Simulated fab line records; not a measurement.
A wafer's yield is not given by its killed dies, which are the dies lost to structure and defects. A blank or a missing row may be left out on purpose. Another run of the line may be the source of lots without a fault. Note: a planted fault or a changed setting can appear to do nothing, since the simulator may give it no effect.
Which tool is to blame? || flow nandHarc || 13 lots, 39 wafers sampled, at 5 steps of a route of 1159

WHAT THE GAUGES SHOWED, per wafer
NHARC_A_SIN_REMOVE_INSPECT_04. Usual: rawDefectCount at 294, with a standard deviation of 83.
{"lot": "L380", "measured": "day 14 19:13", "on": "defectInspect-01", "rawDefectCount": "275 152 178", "flag": ""}
{"lot": "L382", "measured": "day 14 22:32", "on": "defectInspect-01", "rawDefectCount": "250 247 343", "flag": ""}
{"lot": "L381", "measured": "day 14 22:32", "on": "defectInspect-02", "rawDefectCount": "395 229 242", "flag": ""}
{"lot": "L389", "measured": "day 16 20:14", "on": "defectInspect-02", "rawDefectCount": "322 304 285", "flag": ""}
{"lot": "L391", "measured": "day 17 09:36", "on": "defectInspect-01", "rawDefectCount": "418 294 243", "flag": ""}
{"lot": "L392", "measured": "day 17 19:52", "on": "defectInspect-02", "rawDefectCount": "276 274 392", "flag": ""}
{"lot": "L393", "measured": "day 17 19:53", "on": "defectInspect-01", "rawDefectCount": "222 388 407", "flag": ""}
{"lot": "L396", "measured": "day 18 16:01", "on": "defectInspect-02", "rawDefectCount": "454 324 369", "flag": ""}
{"lot": "L394", "measured": "day 18 16:02", "on": "defectInspect-02", "rawDefectCount": "271 441 372", "flag": ""}
{"lot": "L395", "measured": "day 18 16:03", "on": "defectInspect-01", "rawDefectCount": "266 347 227", "flag": ""}
{"lot": "L399", "measured": "day 19 02:19", "on": "defectInspect-02", "rawDefectCount": "320 320 239", "flag": ""}
{"lot": "L400", "measured": "day 19 09:44", "on": "defectInspect-01", "rawDefectCount": "372 369 332", "flag": ""}
{"lot": "L403", "measured": "day 20 00:01", "on": "defectInspect-02", "rawDefectCount": "212 227 199", "flag": ""}

NHARC_END_SORT_01. Usual: killedAtArray 28, standard deviation 11; killedAtOther 0.8, standard deviation 1.3; killedAtPeriphery 3.6, standard deviation 2.5; killedDies 32, standard deviation 11; killedOpen 3.0, standard deviation 1.8; killedShort 2.0, standard deviation 1.5.
{"lot": "L382", "measured": "day 20 21:23", "on": "prober-01", "killedAtArray": "9 23 25", "killedAtOther": "0 0 0", "killedAtPeriphery": "2 5 3", "killedDies": "11 28 28", "killedOpen": "2 4 3", "killedShort": "1 3 3", "flag": ""}
{"lot": "L391", "measured": "day 22 04:41", "on": "prober-01", "killedAtArray": "650 661 654", "killedAtOther": "1 1 0", "killedAtPeriphery": "5 5 6", "killedDies": "656 667 660", "killedOpen": "2 6 2", "killedShort": "6 0 6", "flag": "OFF"}
{"lot": "L392", "measured": "day 22 13:20", "on": "prober-01", "killedAtArray": "664 661 659", "killedAtOther": "1 0 2", "killedAtPeriphery": "3 7 7", "killedDies": "668 668 668", "killedOpen": "2 2 2", "killedShort": "4 4 2", "flag": "OFF"}
{"lot": "L394", "measured": "day 22 21:02", "on": "prober-02", "killedAtArray": "15 32 22", "killedAtOther": "0 0 1", "killedAtPeriphery": "4 3 2", "killedDies": "19 35 25", "killedOpen": "2 5 3", "killedShort": "1 5 1", "flag": ""}

WHICH TOOL RAN EACH LOT (tool, then ch and the chambers of the sampled wafers, then the start)
{"lot": "L380", "NHARC_A_WL_FILL_ALD_10": "aldHk-04 ch 1,2, day 15 06:44", "NHARC_A_WL_FILL_ETCHBACK_16": "rieDiel-08 ch 1,2,3, day 15 19:44 or earlier", "NHARC_A_WL_FILL_ETCHBACK_26": "rieSi-03 ch 0,2, day 15 19:44"}
{"lot": "L382", "NHARC_A_WL_FILL_ALD_10": "aldHk-04 ch 0,1,3, day 15 13:58", "NHARC_A_WL_FILL_ETCHBACK_16": "rieDiel-03 ch 0,2, day 16 02:10 or earlier", "NHARC_A_WL_FILL_ETCHBACK_26": "rieSi-05 ch 1,2,3, day 16 02:10"}
{"lot": "L381", "NHARC_A_WL_FILL_ALD_10": "aldHk-01 ch 1,2, day 15 10:54", "NHARC_A_WL_FILL_ETCHBACK_16": "rieDiel-03 ch 2,3, day 15 19:45 or earlier", "NHARC_A_WL_FILL_ETCHBACK_26": "rieSi-02 ch 0,2,3, day 15 19:45"}
{"lot": "L389", "NHARC_A_WL_FILL_ALD_10": "aldHk-01 ch 0,1,3, day 17 07:17", "NHARC_A_WL_FILL_ETCHBACK_16": "rieDiel-12 ch 0,1, day 17 17:17 or earlier", "NHARC_A_WL_FILL_ETCHBACK_26": "rieSi-05 ch 1,2,3, day 17 17:17"}
{"lot": "L391", "NHARC_A_WL_FILL_ALD_10": "aldHk-01 ch 0,1,3, day 17 22:44", "NHARC_A_WL_FILL_ETCHBACK_16": "rieDiel-03 ch 1,2,3, day 18 08:25 or earlier", "NHARC_A_WL_FILL_ETCHBACK_26": "rieSi-03 ch 0,1,2, day 18 08:25"}
{"lot": "L392", "NHARC_A_WL_FILL_ALD_10": "aldHk-04 ch 0,3, day 18 05:52", "NHARC_A_WL_FILL_ETCHBACK_16": "rieDiel-03 ch 1,3, day 18 15:56 or earlier", "NHARC_A_WL_FILL_ETCHBACK_26": "rieSi-03 ch 0,1,2, day 18 15:56"}
{"lot": "L393", "NHARC_A_WL_FILL_ALD_10": "aldHk-02 ch 0,1,2, day 18 05:52", "NHARC_A_WL_FILL_ETCHBACK_16": "rieDiel-12 ch 1,2,3, day 18 15:56 or earlier", "NHARC_A_WL_FILL_ETCHBACK_26": "rieSi-02 ch 0,1,3, day 18 15:56"}
{"lot": "L396", "NHARC_A_WL_FILL_ALD_10": "aldHk-01 ch 0,1,3, day 19 05:36", "NHARC_A_WL_FILL_ETCHBACK_16": "rieDiel-03 ch 1,2,3, day 19 15:26 or earlier", "NHARC_A_WL_FILL_ETCHBACK_26": "rieSi-05 ch 0,1,2, day 19 15:26"}
{"lot": "L394", "NHARC_A_WL_FILL_ALD_10": "aldHk-02 ch 1,2,3, day 19 07:05", "NHARC_A_WL_FILL_ETCHBACK_16": "rieDiel-03 ch 0,1,2, day 19 15:28 or earlier", "NHARC_A_WL_FILL_ETCHBACK_26": "rieSi-02 ch 0,1,2, day 19 15:28"}
{"lot": "L395", "NHARC_A_WL_FILL_ALD_10": "aldHk-04 ch 1,3, day 19 08:43", "NHARC_A_WL_FILL_ETCHBACK_16": "rieDiel-12 ch 0,1,3, day 19 18:47 or earlier", "NHARC_A_WL_FILL_ETCHBACK_26": "rieSi-02 ch 1,3, day 19 18:47"}
{"lot": "L399", "NHARC_A_WL_FILL_ALD_10": "aldHk-04 ch 1,2,3, day 19 15:40", "NHARC_A_WL_FILL_ETCHBACK_16": "rieDiel-08 ch 0,2,3, day 20 01:32 or earlier", "NHARC_A_WL_FILL_ETCHBACK_26": "rieSi-05 ch 1,2,3, day 20 01:32"}
{"lot": "L400", "NHARC_A_WL_FILL_ALD_10": "aldHk-04 ch 1,2,3, day 19 21:47", "NHARC_A_WL_FILL_ETCHBACK_16": "rieDiel-12 ch 0,2,3, day 20 07:41 or earlier", "NHARC_A_WL_FILL_ETCHBACK_26": "rieSi-05 ch 1,3, day 20 07:41"}
{"lot": "L403", "NHARC_A_WL_FILL_ALD_10": "aldHk-04 ch 0,2,3, day 20 14:05", "NHARC_A_WL_FILL_ETCHBACK_16": "rieDiel-12 ch 0,2,3, day 20 23:55 or earlier", "NHARC_A_WL_FILL_ETCHBACK_26": "rieSi-02 ch 0,1,3, day 20 23:55"}
- NHARC_A_WL_FILL_ALD_10: deposits SiO2, target thk 50 nm, pulse time 10 s, ald cycles 500.
- NHARC_A_WL_FILL_ETCHBACK_16: etches the open film in C4F8/O2/Ar, target depth 88 nm, time 17.6 s.
- NHARC_A_WL_FILL_ETCHBACK_26: etches the open film in HBr, target depth 52 nm, time 13.3 s.

WHAT THE TOOLS THEMSELVES READ (means of the sampled wafers that have a number; where no wafer has one, the mark that the record gives instead)
NHARC_A_WL_FILL_ALD_10. Usual: heaterPowerW 453 W, standard deviation 38; precursorPulseHeightRel 1.001, standard deviation 0.022.
{"lot": "L380", "tool": "aldHk-04", "heaterPowerW (W)": 494, "precursorPulseHeightRel": 1.003, "flag": ""}
{"lot": "L382", "tool": "aldHk-04", "heaterPowerW (W)": 472, "precursorPulseHeightRel": 1.026, "flag": ""}
{"lot": "L381", "tool": "aldHk-01", "heaterPowerW (W)": 407, "precursorPulseHeightRel": 0.995, "flag": ""}
{"lot": "L389", "tool": "aldHk-01", "heaterPowerW (W)": 431, "precursorPulseHeightRel": 0.982, "flag": ""}
{"lot": "L391", "tool": "aldHk-01", "heaterPowerW (W)": 431, "precursorPulseHeightRel": 0.994, "flag": ""}
{"lot": "L392", "tool": "aldHk-04", "heaterPowerW (W)": 477, "precursorPulseHeightRel": 0.981, "flag": ""}
{"lot": "L393", "tool": "aldHk-02", "heaterPowerW (W)": 429, "precursorPulseHeightRel": 0.996, "flag": ""}
{"lot": "L396", "tool": "aldHk-01", "heaterPowerW (W)": 430, "precursorPulseHeightRel": 1.017, "flag": ""}
{"lot": "L394", "tool": "aldHk-02", "heaterPowerW (W)": 431, "precursorPulseHeightRel": 0.987, "flag": ""}
{"lot": "L395", "tool": "aldHk-04", "heaterPowerW (W)": 485, "precursorPulseHeightRel": 0.993, "flag": ""}
{"lot": "L399", "tool": "aldHk-04", "heaterPowerW (W)": 488, "precursorPulseHeightRel": 0.996, "flag": ""}
{"lot": "L400", "tool": "aldHk-04", "heaterPowerW (W)": 485, "precursorPulseHeightRel": 1.004, "flag": ""}
{"lot": "L403", "tool": "aldHk-04", "heaterPowerW (W)": 488, "precursorPulseHeightRel": 0.987, "flag": ""}

NHARC_A_WL_FILL_ETCHBACK_16. Usual: biasW 800.1 W, standard deviation 2.1; oesProductAu 0.98 a.u., standard deviation 0.032; rfFwdPowerW 588.9 W, standard deviation 2.2; rfVppV 725 V, standard deviation 3.3.
{"lot": "L380", "tool": "rieDiel-08", "biasW (W)": 798.6, "oesProductAu (a.u.)": 1.01, "rfFwdPowerW (W)": 588.7, "rfVppV (V)": 725, "flag": ""}
{"lot": "L382", "tool": "rieDiel-03", "biasW (W)": 803.0, "oesProductAu (a.u.)": 1.00, "rfFwdPowerW (W)": 590.7, "rfVppV (V)": 729, "flag": ""}
{"lot": "L381", "tool": "rieDiel-03", "biasW (W)": 798.3, "oesProductAu (a.u.)": 0.92, "rfFwdPowerW (W)": 589.4, "rfVppV (V)": 728, "flag": ""}
{"lot": "L389", "tool": "rieDiel-12", "biasW (W)": 799.7, "oesProductAu (a.u.)": 1.00, "rfFwdPowerW (W)": 587.4, "rfVppV (V)": 721, "flag": ""}
{"lot": "L391", "tool": "rieDiel-03", "biasW (W)": 801.4, "oesProductAu (a.u.)": 1.00, "rfFwdPowerW (W)": 591.1, "rfVppV (V)": 728, "flag": ""}
{"lot": "L392", "tool": "rieDiel-03", "biasW (W)": 797.8, "oesProductAu (a.u.)": 1.00, "rfFwdPowerW (W)": 590.0, "rfVppV (V)": 725, "flag": ""}
{"lot": "L393", "tool": "rieDiel-12", "biasW (W)": 801.2, "oesProductAu (a.u.)": 0.99, "rfFwdPowerW (W)": 587.1, "rfVppV (V)": 723, "flag": ""}
{"lot": "L396", "tool": "rieDiel-03", "biasW (W)": 798.7, "oesProductAu (a.u.)": 1.00, "rfFwdPowerW (W)": 590.6, "rfVppV (V)": 727, "flag": ""}
{"lot": "L394", "tool": "rieDiel-03", "biasW (W)": 800.3, "oesProductAu (a.u.)": 1.00, "rfFwdPowerW (W)": 590.7, "rfVppV (V)": 729, "flag": ""}
{"lot": "L395", "tool": "rieDiel-12", "biasW (W)": 800.3, "oesProductAu (a.u.)": 0.99, "rfFwdPowerW (W)": 587.5, "rfVppV (V)": 721, "flag": ""}
{"lot": "L399", "tool": "rieDiel-08", "biasW (W)": 800.7, "oesProductAu (a.u.)": 0.93, "rfFwdPowerW (W)": 587.6, "rfVppV (V)": 727, "flag": ""}
{"lot": "L400", "tool": "rieDiel-12", "biasW (W)": 797.5, "oesProductAu (a.u.)": 1.00, "rfFwdPowerW (W)": 588.4, "rfVppV (V)": 726, "flag": ""}
{"lot": "L403", "tool": "rieDiel-12", "biasW (W)": 800.3, "oesProductAu (a.u.)": 1.01, "rfFwdPowerW (W)": 588.2, "rfVppV (V)": 725, "flag": ""}

NHARC_A_WL_FILL_ETCHBACK_26. Usual: biasW 60.02 W, standard deviation 0.15; drypumpMotorCurrentA 5.8 A, standard deviation 0.32; oesProductAu 1.000 a.u., standard deviation 0.0079; rfFwdPowerW 342.1 W, standard deviation 1.4; throttleValvePct 23.265 %, standard deviation 0.0093.
{"lot": "L380", "tool": "rieSi-03", "biasW (W)": 59.78, "drypumpMotorCurrentA (A)": 6.1, "oesProductAu (a.u.)": 0.999, "rfFwdPowerW (W)": 342.3, "throttleValvePct (%)": 23.260, "flag": ""}
{"lot": "L382", "tool": "rieSi-05", "biasW (W)": 60.02, "drypumpMotorCurrentA (A)": 5.6, "oesProductAu (a.u.)": 1.004, "rfFwdPowerW (W)": 342.3, "throttleValvePct (%)": 23.268, "flag": ""}
{"lot": "L381", "tool": "rieSi-02", "biasW (W)": 59.99, "drypumpMotorCurrentA (A)": 5.7, "oesProductAu (a.u.)": 0.996, "rfFwdPowerW (W)": 342.1, "throttleValvePct (%)": 23.270, "flag": ""}
{"lot": "L389", "tool": "rieSi-05", "biasW (W)": 59.95, "drypumpMotorCurrentA (A)": 5.6, "oesProductAu (a.u.)": 1.003, "rfFwdPowerW (W)": 343.1, "throttleValvePct (%)": 23.267, "flag": ""}
{"lot": "L391", "tool": "rieSi-03", "biasW (W)": 59.94, "drypumpMotorCurrentA (A)": 6.2, "oesProductAu (a.u.)": 0.692, "rfFwdPowerW (W)": 341.8, "throttleValvePct (%)": 23.269, "flag": "OFF"}
{"lot": "L392", "tool": "rieSi-03", "biasW (W)": 60.10, "drypumpMotorCurrentA (A)": 6.1, "oesProductAu (a.u.)": 0.694, "rfFwdPowerW (W)": 341.7, "throttleValvePct (%)": 23.257, "flag": "OFF"}
{"lot": "L393", "tool": "rieSi-02", "biasW (W)": 59.99, "drypumpMotorCurrentA (A)": 5.7, "oesProductAu (a.u.)": 1.003, "rfFwdPowerW (W)": 342.3, "throttleValvePct (%)": 23.261, "flag": ""}
{"lot": "L396", "tool": "rieSi-05", "biasW (W)": 60.05, "drypumpMotorCurrentA (A)": 5.7, "oesProductAu (a.u.)": 1.006, "rfFwdPowerW (W)": 342.5, "throttleValvePct (%)": 23.263, "flag": ""}
{"lot": "L394", "tool": "rieSi-02", "biasW (W)": 60.19, "drypumpMotorCurrentA (A)": 5.9, "oesProductAu (a.u.)": 0.996, "rfFwdPowerW (W)": 342.1, "throttleValvePct (%)": 23.264, "flag": ""}
{"lot": "L395", "tool": "rieSi-02", "biasW (W)": 60.02, "drypumpMotorCurrentA (A)": 5.5, "oesProductAu (a.u.)": 1.001, "rfFwdPowerW (W)": 342.1, "throttleValvePct (%)": 23.262, "flag": ""}
{"lot": "L399", "tool": "rieSi-05", "biasW (W)": 60.00, "drypumpMotorCurrentA (A)": 5.6, "oesProductAu (a.u.)": 0.999, "rfFwdPowerW (W)": 340.7, "throttleValvePct (%)": 23.268, "flag": ""}
{"lot": "L400", "tool": "rieSi-05", "biasW (W)": 59.94, "drypumpMotorCurrentA (A)": 5.7, "oesProductAu (a.u.)": 1.002, "rfFwdPowerW (W)": 339.8, "throttleValvePct (%)": 23.264, "flag": ""}
{"lot": "L403", "tool": "rieSi-02", "biasW (W)": 60.14, "drypumpMotorCurrentA (A)": 5.7, "oesProductAu (a.u.)": 1.006, "rfFwdPowerW (W)": 343.1, "throttleValvePct (%)": 23.268, "flag": ""}

THE ANSWER, worked out from the rows above alone
Rule: lot off if the mean of its wafers having a number is beyond 3 standard deviations from the usual mean. A lot without any number at a reading at which 4 lots or more have one is off too. Where the step has rows for the other lots, those lots are counted as sound. Order of review: gauges by route order, followed by the tools' own readings, for which a lot's mean as printed above is used. At the first step where some lot is off, the reading lying furthest off is the one used; lots without a number count as furthest.
Off, at NHARC_END_SORT_01 on killedDies: L391, L392. Neither off nor sound, because the step has no rows for them: L380, L381, L389, L393, L396, L395, L399, L400, L403.
A tool fits if, at a process step before that reading, it ran every lot that is off, and no sound lot after the first of them. The gauges at NHARC_END_SORT_01 aren't tried: what is off there is off at NHARC_A_WL_FILL_ETCHBACK_26 too, on other tools, and a gauge's error can't cause that. NHARC_A_WL_FILL_ETCHBACK_16 gives no start for some lots, so the hours and the order of its lots are those of NHARC_A_WL_FILL_ETCHBACK_26. One fits: NHARC_A_WL_FILL_ETCHBACK_26 on rieSi-03. It ran no sound lot before its first lot that is off in this sample, so the start can't be narrowed down.
The tool's own readings at NHARC_A_WL_FILL_ETCHBACK_26 bear it out: on the lots that are off they differ by more than 5 times the standard deviation of the sound lots' means. oesProductAu reads 0.693 a.u. there against 1.000 a.u. on the sound lots.

WHAT THE SIMULATOR HAD PUT IN
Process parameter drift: rieSi-03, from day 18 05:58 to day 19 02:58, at NHARC_A_WL_FILL_ETCHBACK_26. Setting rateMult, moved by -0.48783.
Struck lots among those shown: L391, L392. Same finding as the rule above.
